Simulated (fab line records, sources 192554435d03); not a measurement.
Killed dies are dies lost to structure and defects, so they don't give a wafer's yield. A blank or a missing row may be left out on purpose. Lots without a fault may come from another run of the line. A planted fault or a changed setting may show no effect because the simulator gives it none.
Tool commonality check | flow n5_finfet | 10 lots, 30 wafers sampled

WHY IT WAS OPENED
At N5_DUMMY_REMOVAL_INSPECT_06 the reading raw_defect_count is flagged on 3 of 10 lots. Wafers without a fault read 11, standard deviation 4.7.
Rule: a lot is flagged when every wafer of it that has a number lies more than 4 standard deviations from that mean, or none has a number. The other lots count as sound.

lot  | measured    | on                | raw_defect_count, wafer by wafer | flag
L986 | day 4 05:10 | defect_inspect-02 | 17 9 18                          |
L987 | day 4 13:28 | defect_inspect-01 | 9 13 8                           |
L989 | day 4 20:33 | defect_inspect-01 | 8 3 14                           |
L993 | day 5 23:06 | defect_inspect-01 | 926 933 894                      | FLAGGED
L997 | day 6 23:41 | defect_inspect-02 | 927 899 883                      | FLAGGED
L996 | day 7 01:41 | defect_inspect-02 | 911 885 936                      | FLAGGED
L998 | day 7 08:11 | defect_inspect-02 | 5 7 22                           |
L100 | day 7 18:35 | defect_inspect-01 | 10 6 6                           |
L999 | day 7 19:16 | defect_inspect-02 | 9 15 13                          |
L105 | day 8 22:34 | defect_inspect-02 | 13 17 8                          |
The numbers of the flagged lots are 910 on average: +899 against the usual, or +99 or more standard deviations.

WHICH TOOL RAN EACH LOT
The record holds 3 process steps before the reading, out of a route of 1938 steps. In each cell: the tool, then ch and the chambers that the sampled wafers went through, then the start.
lot  | flag    | N5_SDB_ALD_29                    | N5_DUMMY_REMOVAL_HM_STRIP_01      | N5_DUMMY_REMOVAL_STRIP_10
L986 |         | ald_sin-03 ch 2,3, day 4 01:53   | rie_diel-02 ch 2,3, day 4 04:59   | rie_diel-02 ch 2,3, day 4 05:01
L987 |         | ald_sin-02 ch 1,2, day 4 10:11   | rie_diel-05 ch 2,3, day 4 13:16   | rie_diel-05 ch 2,3, day 4 13:18
L989 |         | ald_sin-01 ch 0,2, day 4 17:16   | rie_diel-05 ch 1,2, day 4 20:21   | rie_diel-05 ch 1,2, day 4 20:23
L993 | FLAGGED | ald_sin-03 ch 0,2,3, day 5 19:49 | rie_diel-05 ch 0,2,3, day 5 22:54 | rie_diel-05 ch 0,2,3, day 5 22:56
L997 | FLAGGED | ald_sin-02 ch 0,1,2, day 6 20:24 | rie_diel-05 ch 1,2,3, day 6 23:29 | rie_diel-05 ch 1,2,3, day 6 23:32
L996 | FLAGGED | ald_sin-03 ch 1,3, day 6 22:23   | rie_diel-05 ch 1,2,3, day 7 01:28 | rie_diel-05 ch 1,2,3, day 7 01:30
L998 |         | ald_sin-02 ch 1,2,3, day 7 04:55 | rie_diel-02 ch 0,1,3, day 7 08:00 | rie_diel-02 ch 0,1,3, day 7 08:02
L100 |         | ald_sin-02 ch 1,2,3, day 7 15:18 | rie_diel-06 ch 0,1,3, day 7 18:23 | rie_diel-06 ch 0,1,3, day 7 18:25
L999 |         | ald_sin-03 ch 2,3, day 7 15:59   | rie_diel-02 ch 0,1,2, day 7 19:05 | rie_diel-02 ch 0,1,2, day 7 19:07
L105 |         | ald_sin-03 ch 2,3, day 8 19:14   | rie_diel-02 ch 0,3, day 8 22:19   | rie_diel-02 ch 0,3, day 8 22:21
What these steps do:
- N5_SDB_ALD_29: deposits SiNx, target thk 30 nm, pulse time 1 s, ald cycles 600.
- N5_DUMMY_REMOVAL_HM_STRIP_01: strips SiNx in CH3F/O2, stops on poly-Si, target depth 4 nm, time 6.8 s.
- N5_DUMMY_REMOVAL_STRIP_10: strips in N2/H2, time 40 s.
- N5_DUMMY_REMOVAL_INSPECT_06: inspects for defects (brightfield).

FLAGGED OVER TOTAL, TOOL BY TOOL (the gauges that took the reading come last)
step                         | tool              | lots run | flagged | share of the flagged lots | sound lots run after its first flagged lot
N5_SDB_ALD_29                | ald_sin-01        | 1        | 0       | none                      | -
N5_SDB_ALD_29                | ald_sin-02        | 4        | 1       | some                      | 2 (L998,L100)
N5_SDB_ALD_29                | ald_sin-03        | 5        | 2       | some                      | 2 (L999,L105)
N5_DUMMY_REMOVAL_HM_STRIP_01 | rie_diel-02       | 4        | 0       | none                      | -
N5_DUMMY_REMOVAL_HM_STRIP_01 | rie_diel-05       | 5        | 3       | all                       | 0
N5_DUMMY_REMOVAL_HM_STRIP_01 | rie_diel-06       | 1        | 0       | none                      | -
N5_DUMMY_REMOVAL_STRIP_10    | rie_diel-02       | 4        | 0       | none                      | -
N5_DUMMY_REMOVAL_STRIP_10    | rie_diel-05       | 5        | 3       | all                       | 0
N5_DUMMY_REMOVAL_STRIP_10    | rie_diel-06       | 1        | 0       | none                      | -
N5_DUMMY_REMOVAL_INSPECT_06  | defect_inspect-01 | 4        | 1       | some                      | 1 (L100)
N5_DUMMY_REMOVAL_INSPECT_06  | defect_inspect-02 | 6        | 2       | some                      | 3 (L998,L999,L105)

WHAT THE TABLE ALLOWS
2 rows of the table ran every flagged lot: rie_diel-05 at N5_DUMMY_REMOVAL_HM_STRIP_01, rie_diel-05 at N5_DUMMY_REMOVAL_STRIP_10.
- rie_diel-05 at N5_DUMMY_REMOVAL_HM_STRIP_01: 3 of its 5 lots flagged. Its last sound lot is L989 (day 4 20:21), its first flagged lot L993 (day 5 22:54): a fault that began between those two fits.
- rie_diel-05 at N5_DUMMY_REMOVAL_STRIP_10: 3 of its 5 lots flagged. Its last sound lot is L989 (day 4 20:23), its first flagged lot L993 (day 5 22:56): a fault that began between those two fits.
One tool is left: rie_diel-05 at N5_DUMMY_REMOVAL_HM_STRIP_01 and N5_DUMMY_REMOVAL_STRIP_10.

WHAT THE SIMULATOR HAD PUT IN
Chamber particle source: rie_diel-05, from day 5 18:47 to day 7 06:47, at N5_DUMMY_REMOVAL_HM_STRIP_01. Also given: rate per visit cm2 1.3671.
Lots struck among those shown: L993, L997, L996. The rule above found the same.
